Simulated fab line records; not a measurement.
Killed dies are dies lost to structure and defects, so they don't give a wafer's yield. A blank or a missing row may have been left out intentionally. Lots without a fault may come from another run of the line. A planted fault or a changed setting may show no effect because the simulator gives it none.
8D (eight disciplines) problem report, filled in by code | flow nand_harc | the parts of the form that need people (team, actions taken, sign-off) are left out

## 1. WHAT IS WRONG
Mean of thk_nm at NHARC_A_M1_THK_MEAS_24: 29.9 nm across 6 wafers in 2 lots; on wafers with no fault it is 154.7 nm (standard deviation 1.5). Measured from the usual mean, that is -83 standard deviations.
The step: measures by xrf.
First seen on wafer L812.4, day 21 23:25, on film_metro-02. The record has a number at this step for 36 wafers belonging to 12 lots. The rule behind "out" and "out of limits": a value lying over 4 standard deviations away from the usual mean. Any other wafer with a number is counted as sound.

## 2. WHAT IT IS; WHAT IT IS NOT
question                    | is                     | is not
which readings at this step | thk_nm                 | -
which lots                  | L811, L812             | L795, L796, L799, L800, L801, L803, L804, L806, L807, L810
which wafers of those lots  | all that have a number | -
read on which gauges        | film_metro-02          | film_metro-01
when                        | from day 21 23:25      | up to then (30 sound wafers)

## 3. WHAT RULES OUT EACH SUSPECT
Counting: a tool at a process step up to the reading stays a suspect if it ran every lot that is out and no sound lot after the first of them.
- the gauge at NHARC_A_M1_THK_MEAS_24: ruled out. All the wafers that are out were read on film_metro-02, but those of them that NHARC_A_M1_CMP_23 has rows for are out there too, on other tools.
- pecvd-03 at NHARC_A_M0_DEP_32 (deposits SiCN, target thk 30 nm): kept. It processed each lot that is out, first L812 at day 21 19:38, and no sound lot thereafter; up to then, the last sound lot it processed was L810 at day 21 07:04.
- ecd_cu-01 at NHARC_A_M1_ECD_22 (material Cu, target thk 400 nm): kept. It processed each lot that is out, first L812 at day 21 22:29, and no sound lot thereafter; up to then, the last sound lot it processed was L806 at day 21 21:55.
The count leaves ecd_cu-01 at NHARC_A_M1_ECD_22 and pecvd-03 at NHARC_A_M0_DEP_32.

## 4. THE CAUSE (what the simulator had put in)
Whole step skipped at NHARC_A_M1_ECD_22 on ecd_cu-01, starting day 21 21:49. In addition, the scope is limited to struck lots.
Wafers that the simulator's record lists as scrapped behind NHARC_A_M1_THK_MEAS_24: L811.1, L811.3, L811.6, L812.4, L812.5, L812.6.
Of the 2 suspects that counting leaves, this tool is one.

## 5. SEQUENCE OF EFFECTS, ordered by route
One row per reading whose mean, taken over the struck wafers that have a number, lies over 3 standard deviations from the usual. Only readings for which the record gives a usual standard deviation are gone through. hours: the time from each lot's start at the first step in this table that gives one to its start at this step, as a median over the lots. sigmas: the change in usual standard deviations.
hours | step                   | reading            | usual    | on struck wafers | change | sigmas
0     | NHARC_A_M1_CMP_23      | time_to_endpoint_s | 29 s     | 5                | -24    | -7.6
0     | NHARC_A_M1_THK_MEAS_24 | thk_nm             | 154.7 nm | 29.9             | -124.8 | -83
Here are the process steps it includes:
- NHARC_A_M1_CMP_23: polishes, t overpolish 20 s, target thk 154.34 nm.
Readings that are blank on the struck wafers while sound wafers have them: bath_heat_duty_pct at NHARC_A_M1_ECD_22; bath_temp_c at NHARC_A_M1_ECD_22.

## 6. WHAT WOULD HAVE CAUGHT IT SOONER
The first out-of-limits reading at a measuring or inspecting step in this record came at day 21 23:25, 2 hours after the fault's start at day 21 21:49.
At NHARC_A_M1_ECD_22 the tool's readings are blank on the struck wafers, where sound wafers have them: an empty tool record is the first sign, and it was there at once.
Of the lots that are out (2), L811 began NHARC_A_M1_ECD_22 on ecd_cu-01 after day 21 23:25. Putting the tool on hold at that point would have spared it.
